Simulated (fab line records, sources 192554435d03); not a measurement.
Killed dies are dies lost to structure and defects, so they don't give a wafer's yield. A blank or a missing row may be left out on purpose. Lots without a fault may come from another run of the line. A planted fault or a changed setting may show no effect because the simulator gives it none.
fab line records | flow n5_finfet
record lots=10 wafers=28 last_day=17
route steps=1938 shown BEOL_M4@1070
lots that met no fault: from a run of the same line without faults
start_h: hours from the record's first day to the start of the lot's first wafer shown | wait_h: hours since the lot's step before | " the same as in the row above | L1.1+2: a row that stands for several wafers | - no value, or no start given | * or withheld: withheld | < > ~ a bound
route shown NAME@n: a module of which the file shows steps, and the number in the route of the first | usual: mean/standard deviation of fault-free wafers | same: alike in all rows | chamber/n: place in a boat | sites: the reading at each site | _std_site: their standard deviation | _edge_site: outer sites' mean less inner sites' | radius_mm: how far each site lies from the wafer's centre | mask NAME#n: copy n | behind: the tool/chamber that last shaped the wafer | hold: why the lot was held/for how many hours/how that ended | device: the transistor (n, p or np) that didn't switch | end of line: the same wafers' tests at the end of the route | a step without rows: its recipe alone | killed: dies lost to structure and defects at the first sort, not the wafer's yield | map: a wafer's dies, x killed, . not, _ none there
set.NAME: the setting as run; set.NAME@STEP: as run at that earlier step | model.NAME: the simulator's own value behind a step, which no gauge read
steps of the route over a sample of lots; a table a step, a row a wafer
services: from which hour (start_h, from the record's first day; less than 0 if before it) a tool's chamber was out of use, for how many hours, and why
## steps
# step N5_BEOL_M4_TRENCH_ETCH_37
# recipe chemistry=C4F6/O2 target_depth_a=555.55 target=SiOC time_s=29.2 ion_energy_ev=250 pressure_mtorr=30 source_w=355 bias_w=185 Ar_flow_sccm=300 C4F6_flow_sccm=10 O2_flow_sccm=10
# usual drypump_motor_current_A=5.6/0.49 mfc_ar_sccm=299.9/1.1 oes_o_777_au=0.82/0.092 oes_product_au=0.83/0.098 rf_vpp_V=667/16 showerhead_plenum_p_Torr=2.83/0.063 throttle_valve_pct=20.88/0.22
# columns lot.wafer tool chamber start_h wait_h drypump_motor_current_A mfc_ar_sccm oes_o_777_au oes_product_au rf_hours_counter_h rf_vpp_V showerhead_plenum_p_Torr throttle_valve_pct
L617.2 rie_diel-05 3 - - 6.1 298.5 0.69 0.69 196 663 2.82 21.02
L617.5 " 1 " " 5.1 300.0 0.85 0.85 - 687 2.88 20.62
L617.6 " 0 " " 5.9 301.1 0.88 0.88 - 657 2.79 20.98
L618.3 rie_diel-05 0 - - 5.9 298.6 0.87 0.88 43 657 2.79 20.98
L618.4 " 3 " " 6.1 300.3 0.69 0.70 198 662 2.82 21.03
L620.4 rie_diel-03 3 - - 5.5 300.0 0.67 0.70 246 681 2.88 20.96
L620.5 " 3 " " 5.5 300.7 0.67 0.70 - 679 2.88 20.98
L620.6 " 0 " " 6.3 299.5 0.86 0.98 - 683 2.83 21.08
L622.2 rie_diel-03 1 - - 5.9 299.4 0.93 0.93 18 664 2.76 20.61
L622.3 " 3 " " 5.5 300.0 0.67 0.70 246 679 2.88 20.97
L622.6 " 2 " " 5.8 300.8 0.91 0.90 - 681 2.90 20.65
L623.1 rie_diel-03 2 - - 5.8 299.3 0.91 0.88 48 681 2.89 20.66
L623.4 " 3 " " 5.5 300.0 0.67 0.69 249 678 2.88 20.98
L623.5 " 1 " " 5.9 299.2 0.93 0.91 - 664 2.76 20.62
L624.2 rie_diel-06 0 - - 5.3 299.0 0.89 0.88 49 642 2.92 20.70
L624.4 " 1 " " 5.9 299.9 0.65 0.66 246 658 2.81 21.27
L624.5 " 3 " " 4.8 300.6 0.69 0.67 - 659 2.97 21.34
L625.1 rie_diel-05 1 - - 5.1 299.4 0.81 0.82 48 687 2.88 20.64
L625.3 " 3 " " 6.1 301.4 0.68 0.69 212 662 2.82 21.03
L625.4 " 0 " " 5.9 301.4 0.85 0.85 - 657 2.78 21.01
L636.2 rie_diel-03 2 - - 5.8 299.1 0.86 0.84 80 681 2.88 20.71
L636.3 " 0 " " 6.3 301.7 0.80 0.89 39 682 2.82 21.14
L637.2 rie_diel-05 2 - - 4.8 299.5 0.74 0.70 202 632 2.71 21.04
L637.4 " 1 " " 5.1 298.2 0.78 0.79 78 685 2.86 20.68
L637.5 " 3 " " 6.1 298.4 0.67 0.66 - 661 2.80 21.09
L638.1 rie_diel-03 2 - - 5.8 298.8 0.85 0.84 87 681 2.88 20.72
L638.4 " 1 " " 5.9 299.9 0.87 0.87 55 662 2.75 20.69
L638.6 " 3 " " 5.5 300.7 0.85 0.86 - 680 2.87 20.66
# step N5_BEOL_M4_OCD_MEAS_38
# usual trench_depth_nm=55.2/1.4
# columns lot.wafer tool chamber start_h wait_h trench_depth_nm
L617.2 ocd-02 - 172.89 - 53.0
L617.5 " - " " 55.0
L617.6 " - " " 56.6
L618.3 ocd-02 - 176.93 - 56.3
L618.4 " - " " 53.2
L620.4 ocd-02 - 193.20 - 56.2
L620.5 " - " " 55.0
L620.6 " - " " 55.6
L622.2 ocd-01 - 194.07 - 57.6
L622.3 " - " " 56.1
L622.6 " - " " 56.8
L623.1 ocd-01 - 201.56 - 56.3
L623.4 " - " " 55.5
L623.5 " - " " 55.9
L624.2 ocd-02 - 214.35 - 56.5
L624.4 " - " " 54.1
L624.5 " - " " 54.0
L625.1 ocd-01 - 220.37 - 54.6
L625.3 " - " " 52.2
L625.4 " - " " 55.6
L636.2 ocd-02 - 280.06 - 55.4
L636.3 " - " " 55.2
L637.2 ocd-02 - 295.03 - 55.5
L637.4 " - " " 54.4
L637.5 " - " " 52.3
L638.1 ocd-02 - 297.80 - 56.1
L638.4 " - " " 57.6
L638.6 " - " " 52.9
# step N5_BEOL_M4_CVD_47
# recipe material=Co target_thk_a=30 temp_c=withheld precursor=CCTBA/H2 pressure_torr=30 time_s=223.8
# usual run_length_s=246.9/0.51
# columns lot.wafer tool chamber start_h wait_h run_length_s
L617.2 cvd_co-01 1 174.57 0.3 246.6
L617.5 " 0 " " 246.6
L617.6 " 2 " " 246.3
L618.3 cvd_co-01 2 177.78 0.1 246.3
L618.4 " 2 " " 246.2
L620.4 cvd_co-01 2 194.47 0.1 246.0
L620.5 " 0 " " 247.4
L620.6 " 1 " " 247.0
L622.2 cvd_co-01 2 194.96 0.1 246.6
L622.3 " 0 " " 246.5
L622.6 " 0 " " 246.9
L623.1 cvd_co-02 1 202.25 0.0 246.6
L623.4 " 0 " " 248.2
L623.5 " 2 " " 247.1
L624.2 cvd_co-01 2 215.41 0.0 243.1
L624.4 " 0 " " 246.8
L624.5 " 1 " " 247.0
L625.1 cvd_co-01 2 221.54 0.3 243.0
L625.3 " 0 " " 246.5
L625.4 " 0 " " 246.5
L636.2 cvd_co-01 0 280.76 0.0 246.7
L636.3 " 1 " " 246.6
L637.2 cvd_co-01 1 295.79 0.1 247.3
L637.4 " 0 " " 247.6
L637.5 " 2 " " 246.2
L638.1 cvd_co-01 0 298.90 0.2 247.0
L638.4 " 0 " " 246.6
L638.6 " 1 " " 247.3
# step N5_BEOL_M4_SPUTTER_79
# recipe material=Cu target_thk_a=45 temp_c=-20 chamber_pressure_pa=0.07 power_w=withheld time_s=8.29
# usual throttle_valve_pct=29.6/0.87
# columns lot.wafer tool chamber start_h wait_h throttle_valve_pct
L617.2 pvd_sputter-01 - 175.04 0.1 29.0
L617.5 " - " " 29.3
L617.6 " - " " 29.6
L618.3 pvd_sputter-03 - 178.21 0.1 30.3
L618.4 " - " " 29.8
L620.4 pvd_sputter-03 - 194.78 0.1 30.3
L620.5 " - " " 30.0
L620.6 " - " " 29.7
L622.2 pvd_sputter-01 - 195.49 0.1 29.7
L622.3 " - " " 29.2
L622.6 " - " " 29.6
L623.1 pvd_sputter-03 - 202.73 0.1 30.5
L623.4 " - " " 30.2
L623.5 " - " " 29.0
L624.2 pvd_sputter-03 - 215.79 0.1 29.6
L624.4 " - " " 30.7
L624.5 " - " " 29.1
L625.1 pvd_sputter-02 - 222.05 0.1 29.0
L625.3 " - " " 30.5
L625.4 " - " " 29.6
L636.2 pvd_sputter-02 - 281.21 0.1 29.0
L636.3 " - " " 30.3
L637.2 pvd_sputter-01 - 296.19 0.1 29.3
L637.4 " - " " 29.7
L637.5 " - " " 29.9
L638.1 pvd_sputter-01 - 299.46 0.1 29.7
L638.4 " - " " 27.6
L638.6 " - " " 29.9
# step N5_BEOL_M4_RC_MEAS_101
# usual DIBL_N=36.9/2.1 DIBL_P=37.1/2.5 IOFF_N=0.17/0.039 IOFF_P=0.23/0.043 ION_N=673/15 ION_P=462/9.1 SS_N=71.8/0.69 SS_P=73.6/0.74 VT_N=250/3.6 VT_P=-249.7/2.9
# columns lot.wafer tool chamber start_h wait_h DIBL_N[mV/V] DIBL_P[mV/V] IOFF_N[nA/um] IOFF_P[nA/um] ION_N[uA/um] ION_P[uA/um] SS_N[mV/dec] SS_P[mV/dec] VT_N[mV] VT_P[mV]
L617.2 prober-02 0 177.83 0.2 35.1 37.0 0.16 0.24 691 474 71.2 74.0 251 -247.6
L617.5 " 0 " " 36.0 36.9 0.15 0.23 666 459 71.7 73.6 253 -248.0
L617.6 " 0 " " 34.3 35.4 0.14 0.20 674 464 71.2 73.3 249 -248.0
L618.3 prober-02 0 181.22 0.3 40.9 43.9 0.29 0.35 703 476 72.5 75.0 241 -245.6
L618.4 " 0 " " 39.4 41.2 0.23 0.29 682 461 72.1 74.2 245 -245.4
L620.4 prober-02 0 197.94 0.5 35.4 35.1 0.14 0.20 662 456 71.9 74.4 255 -251.6
L620.5 " 0 " " 34.6 34.5 0.14 0.19 659 451 72.0 73.8 254 -250.6
L620.6 " 0 " " 37.6 37.6 0.18 0.22 683 469 72.3 74.3 251 -250.2
L622.2 prober-01 0 198.34 0.2 35.2 34.9 0.13 0.19 657 453 71.6 72.6 254 -252.9
L622.3 " 0 " " 38.6 38.4 0.20 0.26 673 462 71.9 73.9 250 -246.8
L622.6 " 0 " " 39.4 39.8 0.21 0.27 680 467 71.9 73.5 245 -245.6
L623.1 prober-02 0 205.37 0.0 36.1 34.1 0.13 0.19 668 461 70.6 72.6 256 -251.9
L623.4 " 0 " " 36.6 36.1 0.14 0.22 676 470 71.1 72.7 251 -249.4
L623.5 " 0 " " 36.8 36.1 0.15 0.23 654 456 71.0 73.3 252 -248.9
L624.2 prober-02 0 218.58 0.2 34.7 36.2 0.14 0.21 661 459 71.6 73.8 252 -247.3
L624.4 " 0 " " 37.2 38.4 0.19 0.25 668 466 72.7 74.6 249 -244.8
L624.5 " 0 " " 37.1 38.8 0.19 0.27 674 463 72.2 73.9 245 -245.1
L625.1 prober-01 0 224.72 0.0 43.2 41.7 0.28 0.34 689 465 73.0 75.6 243 -247.7
L625.3 " 0 " " 38.0 35.4 0.17 0.21 659 447 71.8 73.8 251 -252.2
L625.4 " 0 " " 35.8 34.8 0.14 0.21 682 467 70.4 73.4 250 -249.3
L636.2 prober-02 0 284.01 0.2 35.4 36.7 0.15 0.21 682 469 71.2 73.3 250 -251.0
L636.3 " 0 " " 37.2 37.4 0.17 0.22 679 463 71.5 74.3 250 -249.4
L637.2 prober-01 0 299.57 0.2 35.2 35.2 0.16 0.24 658 459 71.6 73.2 249 -246.8
L637.4 " 0 " " 33.2 32.6 0.13 0.19 666 464 71.5 72.3 252 -248.8
L637.5 " 0 " " 35.0 34.3 0.17 0.21 649 453 72.1 72.9 250 -248.8
L638.1 prober-02 0 302.10 0.0 37.3 35.9 0.17 0.21 681 462 72.1 73.4 248 -250.6
L638.4 " 0 " " 33.3 32.1 0.11 0.15 664 455 70.4 72.4 254 -254.1
L638.6 " 0 " " 37.4 37.0 0.19 0.23 700 474 71.9 73.5 245 -250.7
## services
# columns tool chamber start_h hours kind
rie_diel-03 0 149.30 - clean
rie_diel-03 0 149.30 - consumable_replace:focus_ring
rie_diel-03 0 149.30 25.7 scheduled_down
rie_diel-03 0 149.30 25.7 vent_cycle
rie_diel-03 - 158.24 0.4 repair
rie_diel-06 2 168.19 - clean
rie_diel-06 2 168.19 - consumable_replace:focus_ring
rie_diel-06 2 168.19 20.0 scheduled_down
rie_diel-06 2 168.19 20.0 vent_cycle
rie_diel-03 3 168.79 4.2 repair
cvd_co-02 0 178.70 4.6 repair
rie_diel-03 3 205.74 - clean
rie_diel-03 3 205.74 - consumable_replace:focus_ring
rie_diel-03 3 205.74 18.8 scheduled_down
rie_diel-03 3 205.74 18.8 vent_cycle
rie_diel-03 0 218.61 7.7 repair
rie_diel-06 - 223.44 14.6 pm
rie_diel-05 - 229.22 0.1 repair
rie_diel-06 1 242.74 - clean
rie_diel-06 1 242.74 - consumable_replace:focus_ring
rie_diel-06 1 242.74 21.2 scheduled_down
cvd_co-02 - 261.61 0.6 repair
cvd_co-01 - 289.01 1.2 repair
cvd_co-01 - 298.06 0.6 repair
## key
first_sign step=N5_BEOL_M4_CVD_47 reading=run_length_s direction=down sigmas=7.5 usual=* struck=*
effect none on later readings
met_at N5_BEOL_M4_CVD_47
struck_lots L624,L625
struck_wafers L624.2,L625.1
not_acting_at N5_BEOL_M4_TRENCH_ETCH_37,N5_BEOL_M4_OCD_MEAS_38,N5_BEOL_M4_SPUTTER_79
onset_between 194.96 215.41
fault kind=process_parameter_drift tool=cvd_co-01 chamber=2 onset_h=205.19 steps=N5_BEOL_M4_CVD_47 channel=time_s offset=* shape=step end_h=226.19 acts_in=* stated=*
